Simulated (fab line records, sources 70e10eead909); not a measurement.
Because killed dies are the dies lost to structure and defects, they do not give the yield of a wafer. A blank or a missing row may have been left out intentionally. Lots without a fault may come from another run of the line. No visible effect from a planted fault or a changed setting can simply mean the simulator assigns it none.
2 desks looking at one fault ; flow nand-harc ; every desk sees just its own numbers, and what lay behind them comes last

TOOL OWNER'S DESK, rie-diel-10
The tool's own readings at NHARC_THIN_TSV_ETCHBACK_48 (etches the open film in C4F8/Ar, target depth 1028.5 nm, time 405.17 s): means of the sampled wafers that have a number, for each lot that ran on this tool. The brackets show how far a lot's mean lies from the usual mean; more than 4 standard deviations puts the lot out of limits, marked OUT.
Columns: A = oes-product-au at NHARC_THIN_TSV_ETCHBACK_48, usual 0.95 a.u.; B = rf-vpp-V at NHARC_THIN_TSV_ETCHBACK_48, usual 548 V
lot;first seen here;A;B
L659;day 25 17:23;1.01;550
L662;day 25 19:49;0.93;547
L661;day 27 02:03;0.96;548
L664;day 27 21:52;0.99;546
L678;day 32 22:27;0.96;551
L679;day 34 00:55;1.00;549
Result from this desk: across the 6 lots, nothing is out of limits.

FROM THE METROLOGY DESK
What the gauges read for every lot (on any tool): the sampled wafers with a number, averaged. The brackets show how far a lot's mean lies from the usual mean; more than 4 standard deviations puts the lot out of limits, marked OUT.
Columns: A = thk-nm at NHARC_THIN_TSV_THK_MEAS_02, usual 3011 nm
lot;first seen here;A
L657;day 25 10:24;2770
L656;day 25 11:35;2900
L659;day 25 14:01;3143
L662;day 25 16:25;3035
L661;day 26 22:47;3080
L664;day 27 18:29;2906
L665;day 27 21:35;2956
L674;day 30 16:09;3133
L675;day 31 05:44;3072
L676;day 32 11:41;3372
L678;day 32 19:05;2744
L679;day 33 21:35;3129
Result from this desk: across the 12 lots, nothing is out of limits.

ALL TOGETHER
Nothing out of limits was seen by the tool owner's desk.
Metrology desk: nothing out of limits seen.

WHAT WAS PUT IN BY THE SIMULATOR
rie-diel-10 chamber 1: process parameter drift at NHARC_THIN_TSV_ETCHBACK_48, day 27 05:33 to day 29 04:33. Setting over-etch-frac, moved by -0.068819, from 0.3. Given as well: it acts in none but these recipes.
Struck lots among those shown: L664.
